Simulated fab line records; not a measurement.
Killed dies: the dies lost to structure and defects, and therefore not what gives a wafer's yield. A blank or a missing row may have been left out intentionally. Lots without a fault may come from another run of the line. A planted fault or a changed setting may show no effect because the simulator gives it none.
fab line records | flow n5-finfet
record lots=6 | wafers=18 | last-day=20
route steps=1938 shown BEOL_M4@1096 PASSIVATION@1936
lots that met no fault: taken from a fault-free run of the same line
start-h: start of the lot's first displayed wafer, in hours after the record's first day | wait-h: hours from the lot's prior step to this one | " repeats the value in the row above | L1.1+2: several wafers, shown together as one row | - no value present, or no start provided | * or withheld: withheld | < > ~ a bound
route shown NAME@n: a module of which the file shows steps, and the number in the route of the first | usual: mean/standard deviation taken from wafers without a fault | same: alike in all rows | chamber/n: place in a boat | sites: each site's reading | _std_site: the values' standard deviation | _edge_site: inner sites' mean taken away from outer sites' mean | radius-mm: for every site, how far away it sits from the centre of the wafer | mask NAME#n: copy n | behind: tool/chamber where the wafer was last shaped | hold: reason for holding the lot/hours on hold/outcome of the hold | device: names the non-switching transistor (n, p or np) | end of line: tests run on the same wafers once the route is complete | step lacking rows: just its recipe | killed: dies that structure and defects cost at the first sort, which is not the same as the wafer's yield | map: dies across one wafer; x = killed, . = not, _ = none there
set.NAME: the run value of the setting; set.NAME@STEP: its run value at that earlier step | model.NAME: the simulator's own value behind a step, which no gauge read
a table for each step, a row for each wafer; lots at some steps of the route
services: a tool's chamber out of use, with start hour (start-h, from the record's first day; less than 0 if before it), hours out, and reason
## steps
# step N5_BEOL_M4_SPUTTER_92
# recipe material=Cu | target-thk-a=45 | temp-c=-20 | chamber-pressure-pa=0.07 | power-w=withheld | time-s=8.29
# step N5_BEOL_M4_ANNEAL_93
# recipe temp-c=400 | time-s=240 | ambient=vacuum
# usual heater-power-w=821/56
lot.wafer | tool           | chamber | start-h | wait-h | heater-power-w
L193.2    | pvd-sputter-03 | -       | 225.85  | 0.0    | 772
L193.3    | "              | -       | "       | "      | 903
L193.6    | "              | -       | "       | "      | 882
L195.2    | pvd-sputter-03 | -       | 235.14  | 0.0    | 772
L195.3    | "              | -       | "       | "      | 863
L195.5    | "              | -       | "       | "      | 812
L198.1    | pvd-sputter-01 | -       | 249.03  | 0.0    | 835
L198.3    | "              | -       | "       | "      | 742
L198.6    | "              | -       | "       | "      | 903
L203.3    | pvd-sputter-01 | -       | 286.76  | 0.0    | 847
L203.5    | "              | -       | "       | "      | 762
L203.6    | "              | -       | "       | "      | 859
L209.1    | pvd-sputter-02 | -       | 315.75  | 0.0    | 754
L209.2    | "              | -       | "       | "      | 717
L209.5    | "              | -       | "       | "      | 791
L212.1    | pvd-sputter-03 | -       | 337.72  | 0.0    | 843
L212.5    | "              | -       | "       | "      | 853
L212.6    | "              | -       | "       | "      | 805
# step N5_BEOL_M4_SPUTTER_94
# recipe material=Cu | target-thk-a=45 | temp-c=-20 | chamber-pressure-pa=0.07 | power-w=withheld | time-s=8.29
# usual throttle-valve-pct=29.6/0.89
lot.wafer | tool           | chamber | start-h | wait-h | throttle-valve-pct
L193.2    | pvd-sputter-03 | -       | 225.99  | 0.1    | 31.3
L193.3    | "              | -       | "       | "      | 30.0
L193.6    | "              | -       | "       | "      | 29.8
L195.2    | pvd-sputter-03 | -       | 235.28  | 0.1    | 31.0
L195.3    | "              | -       | "       | "      | 28.6
L195.5    | "              | -       | "       | "      | 29.1
L198.1    | pvd-sputter-01 | -       | 249.17  | 0.1    | 30.7
L198.3    | "              | -       | "       | "      | 28.4
L198.6    | "              | -       | "       | "      | 28.9
L203.3    | pvd-sputter-01 | -       | 286.90  | 0.1    | 30.4
L203.5    | "              | -       | "       | "      | 28.5
L203.6    | "              | -       | "       | "      | 30.7
L209.1    | pvd-sputter-02 | -       | 315.89  | 0.1    | 29.4
L209.2    | "              | -       | "       | "      | 29.5
L209.5    | "              | -       | "       | "      | 28.9
L212.1    | pvd-sputter-03 | -       | 337.86  | 0.1    | 28.5
L212.5    | "              | -       | "       | "      | 28.5
L212.6    | "              | -       | "       | "      | 28.9
# step N5_BEOL_M4_ANNEAL_95
# recipe temp-c=400 | time-s=240 | ambient=vacuum
# usual heater-power-w=821/56
lot.wafer | tool           | chamber | start-h | wait-h | heater-power-w
L193.2    | pvd-sputter-03 | -       | 226.07  | 0.0    | 766
L193.3    | "              | -       | "       | "      | 894
L193.6    | "              | -       | "       | "      | 880
L195.2    | pvd-sputter-03 | -       | 235.36  | 0.0    | 781
L195.3    | "              | -       | "       | "      | 835
L195.5    | "              | -       | "       | "      | 809
L198.1    | pvd-sputter-01 | -       | 249.25  | 0.0    | 844
L198.3    | "              | -       | "       | "      | 756
L198.6    | "              | -       | "       | "      | 899
L203.3    | pvd-sputter-01 | -       | 286.98  | 0.0    | 840
L203.5    | "              | -       | "       | "      | 753
L203.6    | "              | -       | "       | "      | 834
L209.1    | pvd-sputter-02 | -       | 315.97  | 0.0    | 761
L209.2    | "              | -       | "       | "      | 722
L209.5    | "              | -       | "       | "      | 796
L212.1    | pvd-sputter-03 | -       | 337.94  | 0.0    | 867
L212.5    | "              | -       | "       | "      | 855
L212.6    | "              | -       | "       | "      | 817
# step N5_BEOL_M4_SPUTTER_96
# recipe material=Cu | target-thk-a=45 | temp-c=-20 | chamber-pressure-pa=0.07 | power-w=withheld | time-s=8.29
# usual throttle-valve-pct=29.6/0.89
lot.wafer | tool           | chamber | start-h | wait-h | throttle-valve-pct
L193.2    | pvd-sputter-03 | -       | 226.21  | 0.1    | 31.4
L193.3    | "              | -       | "       | "      | 29.8
L193.6    | "              | -       | "       | "      | 29.7
L195.2    | pvd-sputter-03 | -       | 235.50  | 0.1    | 31.2
L195.3    | "              | -       | "       | "      | 28.5
L195.5    | "              | -       | "       | "      | 29.3
L198.1    | pvd-sputter-01 | -       | 249.39  | 0.1    | 30.9
L198.3    | "              | -       | "       | "      | 28.5
L198.6    | "              | -       | "       | "      | 28.9
L203.3    | pvd-sputter-01 | -       | 287.12  | 0.1    | 30.7
L203.5    | "              | -       | "       | "      | 28.4
L203.6    | "              | -       | "       | "      | 30.6
L209.1    | pvd-sputter-02 | -       | 316.11  | 0.1    | 29.3
L209.2    | "              | -       | "       | "      | 29.7
L209.5    | "              | -       | "       | "      | 28.9
L212.1    | pvd-sputter-03 | -       | 338.08  | 0.1    | 28.7
L212.5    | "              | -       | "       | "      | 28.6
L212.6    | "              | -       | "       | "      | 29.1
# step N5_BEOL_M4_ECD_50
# recipe material=Cu | target-thk-a=3000
# step N5_BEOL_M4_ANNEAL_51
# recipe temp-c=225 | time-s=90 | ambient=N2
# step N5_BEOL_M4_CMP_52
# recipe stop-on=SiOC | t-overpolish-s=6.8 | down-force-psi=1 | platen-rpm=50 | clearing-platen-down-force-psi=1.5 | clearing-platen-rpm=50 | post-cmp-clean=cu-alkaline | target-thk-nm=40 | clearing-platen-pad-velocity-m-s=0.99484 | pad-velocity-m-s=0.99484
# step N5_BEOL_M4_THK_MEAS_53
# recipe thk-meas-gauge=xrf | reads=Cu_of_BEOL_M4_ECD_50
# usual M4_THK=40.0/1.6
lot.wafer | tool          | chamber | start-h | wait-h | M4_THK[nm]
L193.2    | film-metro-02 | -       | 227.24  | -      | 38.8
L193.3    | "             | -       | "       | "      | 38.3
L193.6    | "             | -       | "       | "      | 37.2
L195.2    | film-metro-02 | -       | 236.29  | -      | 37.0
L195.3    | "             | -       | "       | "      | 35.9
L195.5    | "             | -       | "       | "      | 38.9
L198.1    | film-metro-02 | -       | 250.18  | -      | 38.6
L198.3    | "             | -       | "       | "      | 35.7
L198.6    | "             | -       | "       | "      | 37.4
L203.3    | film-metro-01 | -       | 287.91  | -      | 40.5
L203.5    | "             | -       | "       | "      | 41.9
L203.6    | "             | -       | "       | "      | 41.0
L209.1    | film-metro-02 | -       | 316.89  | -      | 39.6
L209.2    | "             | -       | "       | "      | 42.9
L209.5    | "             | -       | "       | "      | 39.7
L212.1    | film-metro-01 | -       | 338.87  | -      | 39.3
L212.5    | "             | -       | "       | "      | 40.5
L212.6    | "             | -       | "       | "      | 37.5
# step N5_BEOL_M4_PRE_CLEAN_60
# recipe gas=NH3/H2 | time-s=15 | temp-c=* | rf-power-w=300
# step N5_BEOL_M4_CO_CAP_55
# recipe material=Co | target-thk-a=20 | temp-c=200 | precursor=CCTBA/H2 | pressure-torr=30 | time-s=102.1
# usual heater-power-outer-w=125/8.5 | heater-power-w=230/20
lot.wafer | tool      | chamber | start-h | wait-h | heater-power-outer-w | heater-power-w
L193.2    | cvd-co-01 | 2       | 227.31  | 0.0    | 120                  | 222
L193.3    | "         | 0       | "       | "      | 114                  | 208
L193.6    | "         | 2       | "       | "      | 121                  | 229
L195.2    | cvd-co-01 | 2       | 236.37  | 0.0    | 123                  | 230
L195.3    | "         | 0       | "       | "      | 118                  | 212
L195.5    | "         | 0       | "       | "      | 119                  | 203
L198.1    | cvd-co-01 | 2       | 250.28  | 0.0    | 122                  | 228
L198.3    | "         | 2       | "       | "      | 124                  | 231
L198.6    | "         | 1       | "       | "      | 137                  | 259
L203.3    | cvd-co-02 | 2       | 287.98  | 0.0    | 119                  | 204
L203.5    | "         | 0       | "       | "      | 132                  | 239
L203.6    | "         | 2       | "       | "      | 122                  | 208
L209.1    | cvd-co-01 | 1       | 316.97  | 0.0    | 136                  | 263
L209.2    | "         | 0       | "       | "      | 115                  | 206
L209.5    | "         | 1       | "       | "      | 142                  | 255
L212.1    | cvd-co-02 | 2       | 339.06  | 0.0    | 120                  | 212
L212.5    | "         | 2       | "       | "      | 120                  | 202
L212.6    | "         | 0       | "       | "      | 128                  | 247
# step N5_BEOL_M4_PRE_CLEAN_56
# recipe gas=NH3 | time-s=15 | temp-c=withheld | rf-power-w=300
# step N5_BEOL_M4_DEP_57
# recipe material=SiCN | target-thk-a=80 | temp-c=withheld | precursor=3MS/NH3 | pressure-torr=3 | rf-w=202 | time-s=14
# usual showerhead-plenum-p-Torr=3.672/0.016 | throttle-valve-pct=9.3/0.84
lot.wafer | tool     | chamber | start-h | wait-h | showerhead-plenum-p-Torr | throttle-valve-pct | model.SiCN_of_BEOL_M4_DEP_57.thk-nm
L193.2    | pecvd-02 | 1       | 227.44  | 0.0    | 3.663                    | 9.4                | 8.2
L193.3    | "        | 1       | "       | "      | 3.664                    | 9.5                | 8.2
L193.6    | "        | 0       | "       | "      | 3.682                    | 9.2                | 7.8
L195.2    | pecvd-03 | 1       | 236.49  | 0.0    | 3.678                    | 8.8                | 7.8
L195.3    | "        | 0       | "       | "      | 3.673                    | 10.7               | 8
L195.5    | "        | 1       | "       | "      | 3.681                    | 8.8                | 8
L198.1    | pecvd-02 | 2       | 250.43  | 0.0    | 3.667                    | 8.0                | 7.8
L198.3    | "        | 0       | "       | "      | 3.678                    | 9.0                | 7.4
L198.6    | "        | 2       | "       | "      | 3.672                    | 7.9                | 8
L203.3    | pecvd-04 | 2       | 288.10  | 0.0    | 3.642                    | 8.9                | 7.8
L203.5    | "        | 2       | "       | "      | 3.634                    | 8.8                | 8
L203.6    | "        | 0       | "       | "      | 3.684                    | 9.4                | 7.8
L209.1    | pecvd-04 | 0       | 317.09  | 0.0    | 3.692                    | 9.2                | 8.2
L209.2    | "        | 1       | "       | "      | 3.665                    | 11.1               | 8.2
L209.5    | "        | 2       | "       | "      | 3.643                    | 8.8                | 4.8
L212.1    | pecvd-04 | 0       | 339.21  | 0.0    | 3.677                    | 9.4                | 8
L212.5    | "        | 0       | "       | "      | 3.699                    | 9.4                | 8.2
L212.6    | "        | 2       | "       | "      | 3.639                    | 9.0                | 4.4
# step N5_BEOL_M4_RS_MEAS_58
# recipe thk-meas-gauge=four-point-probe | reads=Co_of_BEOL_M4_CO_CAP_55+Cu_of_BEOL_M4_ECD_50+Co_of_BEOL_M4_CVD_47+TaN_of_BEOL_M4_ALD_84
# usual M4_RS=0.66/0.034
lot.wafer | tool          | chamber | start-h | wait-h | M4_RS[ohm/sq]
L193.2    | film-metro-01 | -       | 227.53  | 0.1    | 0.68
L193.3    | "             | -       | "       | "      | 0.69
L193.6    | "             | -       | "       | "      | 0.72
L195.2    | film-metro-01 | -       | 236.55  | 0.1    | 0.74
L195.3    | "             | -       | "       | "      | 0.77
L195.5    | "             | -       | "       | "      | 0.69
L198.1    | film-metro-01 | -       | 250.49  | 0.0    | 0.68
L198.3    | "             | -       | "       | "      | 0.76
L198.6    | "             | -       | "       | "      | 0.71
L203.3    | film-metro-02 | -       | 288.17  | 0.1    | 0.65
L203.5    | "             | -       | "       | "      | 0.62
L203.6    | "             | -       | "       | "      | 0.64
L209.1    | film-metro-02 | -       | 317.16  | 0.0    | 0.67
L209.2    | "             | -       | "       | "      | 0.60
L209.5    | "             | -       | "       | "      | 0.67
L212.1    | film-metro-01 | -       | 339.27  | 0.0    | 0.67
L212.5    | "             | -       | "       | "      | 0.65
L212.6    | "             | -       | "       | "      | 0.71
# step N5_BEOL_M4_RC_MEAS_101
# usual DIBL_N=36.5/2.1 | DIBL_P=36.6/2.6 | IOFF_N=0.17/0.044 | IOFF_P=0.21/0.048 | ION_N=674/17 | ION_P=462/9.5 | SS_N=71.6/0.77 | SS_P=73.5/0.72 | VT_N=250/4.2 | VT_P=-250/3.9
lot.wafer | tool      | chamber | start-h | wait-h | DIBL_N[mV/V] | DIBL_P[mV/V] | IOFF_N[nA/um] | IOFF_P[nA/um] | ION_N[uA/um] | ION_P[uA/um] | SS_N[mV/dec] | SS_P[mV/dec] | VT_N[mV] | VT_P[mV]
L193.2    | prober-02 | 0       | 227.73  | 0.2    | 40.7         | 41.2         | 0.20          | 0.24          | 685          | 462          | 71.9         | 73.8         | 248      | -251
L193.3    | "         | 0       | "       | "      | 37.9         | 39.1         | 0.15          | 0.21          | 673          | 468          | 71.8         | 73.7         | 253      | -252
L193.6    | "         | 0       | "       | "      | 38.2         | 39.8         | 0.17          | 0.23          | 675          | 465          | 70.8         | 73.9         | 250      | -248
L195.2    | prober-02 | 0       | 236.76  | 0.2    | 36.8         | 38.4         | 0.16          | 0.20          | 666          | 455          | 72.0         | 73.2         | 250      | -254
L195.3    | "         | 0       | "       | "      | 38.0         | 39.4         | 0.21          | 0.23          | 675          | 457          | 72.2         | 73.9         | 245      | -249
L195.5    | "         | 0       | "       | "      | 38.2         | 38.3         | 0.20          | 0.21          | 670          | 454          | 72.4         | 73.6         | 246      | -253
L198.1    | prober-02 | 0       | 250.55  | 0.0    | 35.8         | 35.9         | 0.15          | 0.19          | 677          | 464          | 71.6         | 74.5         | 250      | -252
L198.3    | "         | 0       | "       | "      | 34.4         | 34.2         | 0.13          | 0.17          | 670          | 462          | 70.6         | 73.3         | 252      | -253
L198.6    | "         | 0       | "       | "      | 35.1         | 35.7         | 0.15          | 0.19          | 686          | 465          | 71.4         | 73.3         | 249      | -252
L203.3    | prober-01 | 0       | 288.53  | 0.3    | 37.6         | 37.2         | 0.18          | 0.20          | 678          | 458          | 71.9         | 73.1         | 249      | -251
L203.5    | "         | 0       | "       | "      | 35.9         | 35.8         | 0.17          | 0.20          | 695          | 473          | 71.0         | 73.6         | 244      | -250
L203.6    | "         | 0       | "       | "      | 36.9         | 36.7         | 0.16          | 0.21          | 684          | 462          | 71.3         | 73.8         | 251      | -253
L209.1    | prober-01 | 0       | 317.21  | 0.0    | 33.9         | 34.1         | 0.10          | 0.14          | 656          | 449          | 71.3         | 73.0         | 256      | -257
L209.2    | "         | 0       | "       | "      | 38.8         | 40.4         | 0.18          | 0.23          | 672          | 456          | 72.6         | 74.4         | 252      | -252
L209.5    | "         | 0       | "       | "      | 36.9         | 37.0         | 0.14          | 0.18          | 672          | 462          | 71.8         | 74.2         | 253      | -255
L212.1    | prober-02 | 0       | 339.33  | 0.0    | 34.6         | 34.2         | 0.13          | 0.18          | 663          | 459          | 71.0         | 72.8         | 254      | -249
L212.5    | "         | 0       | "       | "      | 32.9         | 32.6         | 0.10          | 0.16          | 651          | 451          | 70.6         | 72.4         | 257      | -253
L212.6    | "         | 0       | "       | "      | 36.7         | 37.1         | 0.17          | 0.22          | 676          | 464          | 70.9         | 73.0         | 251      | -249
# step N5_PASSIVATION_PROBE_49
# usual defect-limited-yield=91.2/1.5 | killed_at_M0_to_M3=36/10 | killed_at_M4_up=14/5.2 | killed-at-contacts=12/6 | killed-at-front-end=37/10 | killed-at-other=4/3.3 | killed-dies=104/18 | killed-open=68/14 | killed-short=34/7.4 | sort_bin_5_function=5.2/1 | sort_bin_6_memory=3.3/0.7 | sort-n-pass=1076/18 | sort-yield-pct=91.2/1.5
# same gross-dies=1180 | killed-at-back-side=0 | sort_bin_4_leakage[%]=0 | sort_bin_8_speed[%]=0
lot.wafer | tool      | chamber | start-h | wait-h | defect-limited-yield[%] | killed_at_M0_to_M3 | killed_at_M4_up | killed-at-contacts | killed-at-front-end | killed-at-other | killed-dies | killed-open | killed-short | sort_bin_5_function[%] | sort_bin_6_memory[%] | sort-n-pass | sort-yield-pct[%]
L195.2    | prober-01 | -       | 344.35  | 0.1    | 92.8                    | 41                 | 13              | 9                  | 21                  | 1               | 85          | 60          | 24           | 4.5                    | 2.5                  | 1095        | 92.8
L195.3    | prober-01 | -       | 344.40  | 0.1    | 92.2                    | 34                 | 11              | 13                 | 30                  | 4               | 92          | 60          | 32           | 4.7                    | 2.6                  | 1088        | 92.2
L195.5    | prober-01 | -       | 344.50  | 0.2    | 90.1                    | 43                 | 18              | 8                  | 45                  | 3               | 117         | 82          | 34           | 6.1                    | 3.6                  | 1063        | 90.1
L209.1    | prober-01 | -       | 439.05  | 0.0    | 91.5                    | 41                 | 16              | 4                  | 36                  | 3               | 100         | 61          | 39           | 4.6                    | 3.2                  | 1080        | 91.5
L209.2    | prober-01 | -       | 439.10  | 0.1    | 92.2                    | 24                 | 8               | 7                  | 44                  | 9               | 92          | 49          | 38           | 5.1                    | 2.4                  | 1088        | 92.2
L209.5    | prober-01 | -       | 439.25  | 0.2    | 91.9                    | 31                 | 14              | 5                  | 32                  | 13              | 95          | 56          | 28           | 4.9                    | 2.6                  | 1085        | 91.9
# killed by level:class
L195.2 BEOL_M0_SAQP:geometric-particle:open=11 BEOL_M2:geometric-particle:open=10 MOL_CONTACT_COAG:geometric-particle:open=6 BEOL_M3:geometric-particle:open=6 BEOL_M4:geometric-particle:open=5 BEOL_M0_SAQP:geometric-particle:short=4 BEOL_M3:geometric-particle:short=4 FIN_SAQP:geometric-particle:open=3
L195.3 BEOL_M1:geometric-particle:open=12 MOL_CONTACT_COAG:geometric-particle:open=10 BEOL_M0_SAQP:geometric-particle:open=9 DUMMY_GATE:geometric-particle:open=6 GATE_CUT:geometric-particle:short=4 BEOL_M2:geometric-particle:open=4 BEOL_M3:geometric-particle:open=4 STARTING-WAFER:geometric-particle:short=4
L195.5 BEOL_M2:geometric-particle:open=12 BEOL_M3:geometric-particle:open=12 FIN_SAQP:geometric-particle:short=11 FIN_SAQP:geometric-particle:open=8 MOL_CONTACT_COAG:geometric-particle:open=7 BEOL_M4:geometric-particle:open=7 STI_FIN_REVEAL:geometric-particle:open=6 BEOL_M0_SAQP:geometric-particle:short=5
L209.1 DUMMY_GATE:geometric-particle:open=9 BEOL_M3:geometric-particle:open=9 STI_FIN_REVEAL:geometric-particle:open=8 BEOL_M0_SAQP:geometric-particle:short=8 BEOL_M0_SAQP:geometric-particle:open=6 FIN_SAQP:geometric-particle:short=5 BEOL_M1:geometric-particle:open=5 BEOL_M3:geometric-particle:short=5
L209.2 FIN_SAQP:geometric-particle:short=12 BEOL_M3:geometric-particle:open=9 DUMMY_GATE:geometric-particle:open=7 MOL_CONTACT_COAG:geometric-particle:open=6 STI_FIN_REVEAL:geometric-particle:open=5 BEOL_M0_SAQP:geometric-particle:short=5 STARTING-WAFER:geometric-particle:short=5 PASSIVATION:area-etch=5
L209.5 DUMMY_GATE:geometric-particle:open=12 BEOL_M0_SAQP:geometric-particle:open=10 PASSIVATION:area-etch=10 BEOL_M3:geometric-particle:open=7 BEOL_M0_SAQP:geometric-particle:short=6 BEOL_M4:geometric-particle:open=5 STI_FIN_REVEAL:geometric-particle:open=4 FIN_SAQP:geometric-particle:short=3
## services
tool           | chamber | start-h | hours | kind
pecvd-02       | 2       | 202.38  | -     | clean
pecvd-02       | 2       | 202.38  | -     | consumable-replace:showerhead
pecvd-02       | 2       | 202.38  | 29.0  | scheduled-down
pecvd-02       | 2       | 202.38  | 29.0  | vent-cycle
pecvd-02       | 1       | 206.22  | 2.9   | repair
pvd-sputter-01 | -       | 219.23  | 4.0   | repair
pecvd-03       | 1       | 226.92  | 4.8   | repair
pecvd-04       | 2       | 238.72  | 5.5   | scheduled-down
cvd-co-02      | 2       | 240.71  | 4.8   | repair
cvd-co-01      | 0       | 243.52  | 11.4  | repair
pecvd-04       | 1       | 247.44  | 2.1   | scheduled-down
pecvd-03       | -       | 255.03  | 14.6  | pm
pecvd-02       | -       | 270.32  | 28.1  | pm
pecvd-03       | 0       | 280.98  | 5.5   | scheduled-down
cvd-co-02      | -       | 285.01  | 2.8   | pm
pecvd-03       | 0       | 307.10  | 28.4  | repair
pecvd-02       | 1       | 319.53  | 5.5   | scheduled-down
cvd-co-02      | 1       | 333.33  | -     | clean
cvd-co-02      | 1       | 333.33  | 22.0  | scheduled-down
cvd-co-02      | 1       | 333.33  | 22.0  | vent-cycle
cvd-co-02      | -       | 333.80  | 0.5   | repair
## key
first-sign none at tools or gauges
model-effect step=N5_BEOL_M4_DEP_57 | value=SiCN_of_BEOL_M4_DEP_57.thk-nm | without=8 | struck=4.6
met-at N5_BEOL_M4_DEP_57
struck-wafers L209.5,L212.6
baseline-loss step=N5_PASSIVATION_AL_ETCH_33 | wafers=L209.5
onset-between 288.10 317.09
fault kind=process-parameter-drift | tool=pecvd-04 | chamber=2 | onset-h=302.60 | steps=N5_BEOL_M4_DEP_57 | channel=time-s | offset=* | shape=step | end-h=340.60 | acts-in=* | stated=*
# baseline-loss: these wafers lose ten dies or more at that step, a loss of the line's own and not of a fault; the sort's usual values leave them out
